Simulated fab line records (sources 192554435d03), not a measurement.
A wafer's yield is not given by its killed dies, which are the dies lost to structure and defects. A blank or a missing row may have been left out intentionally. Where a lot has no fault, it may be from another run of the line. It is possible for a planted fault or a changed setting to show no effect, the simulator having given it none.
The tool behind it: which one? + flow n5 finfet + 10 lots, 28 wafers sampled, at 3 steps of a route of 1938

== WHAT THE GAUGES SHOWED, per wafer ==
N5_BEOL_M4_RC_MEAS_101.
| lot  | measured     | on        | VT_P_LONG (mV) |
|------|--------------|-----------|----------------|
| L557 | day 9 04:32  | prober-02 | -274 -275 -274 |
| L558 | day 9 11:28  | prober-01 | -274 -274 -273 |
| L559 | day 9 15:00  | prober-01 | -275 -275 -276 |
| L560 | day 9 17:33  | prober-02 | -273 -272 -275 |
| L562 | day 9 21:05  | prober-01 | -275 -275 -274 |
| L574 | day 13 09:13 | prober-01 | -386 -385 -389 |
| L575 | day 13 08:51 | prober-02 | -383 -382 -385 |
| L576 | day 14 03:44 | prober-02 | -267 -269      |
| L578 | day 14 05:49 | prober-01 | -277 -274 -275 |
| L579 | day 15 04:48 | prober-01 | -274 -276      |

== WHICH TOOL RAN EACH LOT (tool, then ch and the chambers of the sampled wafers, then the start) ==
| lot  | N5_HKMG_FIN_ALD_36                 | N5_HKMG_FIN_PWFM_ALD_03            |
|------|------------------------------------|------------------------------------|
| L557 | ald metal-02 ch 0,3, day 4 12:53   | ald metal-01 ch 1,2, day 4 13:13   |
| L558 | ald metal-02 ch 0,1,2, day 4 21:16 | ald metal-01 ch 1,2,3, day 4 21:35 |
| L559 | ald metal-02 ch 1,2,3, day 5 04:22 | ald metal-01 ch 0,2,3, day 5 04:40 |
| L560 | ald metal-01 ch 2,3, day 5 07:35   | ald metal-01 ch 1,2,3, day 5 07:55 |
| L562 | ald metal-03 ch 2,3, day 5 12:50   | ald metal-02 ch 1,2,3, day 5 13:10 |
| L574 | ald metal-02 ch 0,1, day 8 14:33   | ald metal-03 ch 0,2,3, day 8 14:52 |
| L575 | ald metal-02 ch 0,1,2, day 8 20:08 | ald metal-01 ch 0,1,2, day 8 20:28 |
| L576 | ald metal-01 ch 0,1, day 9 03:34   | ald metal-02 ch 0,3, day 9 03:52   |
| L578 | ald metal-02 ch 0,1, day 9 14:19   | ald metal-01 ch 2,3, day 9 14:38   |
| L579 | ald metal-01 ch 1,2, day 9 20:44   | ald metal-01 ch 2,3, day 9 21:04   |
- N5_HKMG_FIN_ALD_36: deposits TiN, target thk 1 nm, pulse time 1 s, purge time 3 s.
- N5_HKMG_FIN_PWFM_ALD_03: deposits TiN, target thk 2 nm, pulse time 1 s, purge time 3 s.

== THE ANSWER, worked out from the rows above alone ==
Rule: what is usual is taken from the lots themselves. Put in order of their means at a reading, lots are off if they are a third of the lots or fewer, leave a main group of 4 or more, and stand apart from it by a gap of 3 or more times the standard deviation of the main group's means; of several such gaps the widest counts. Not used: any main group whose means are identical at the precision the tables above print for the reading. Also off: a lot with no number at a reading for which 4 or more lots have one. Any other lot the step has rows for is counted as sound.
Off: L574, L575, seen at N5_BEOL_M4_RC_MEAS_101 (VT_P_LONG). The main group: mean -274 mV, standard deviation 2.3.
If a tool, at a process step before that reading, ran all the lots that are off and no sound lot after the first of them, it fits. The gauges at N5_BEOL_M4_RC_MEAS_101 are tried like those tools. No candidate that was tried fits.

== WHAT WAS PUT IN BY THE SIMULATOR ==
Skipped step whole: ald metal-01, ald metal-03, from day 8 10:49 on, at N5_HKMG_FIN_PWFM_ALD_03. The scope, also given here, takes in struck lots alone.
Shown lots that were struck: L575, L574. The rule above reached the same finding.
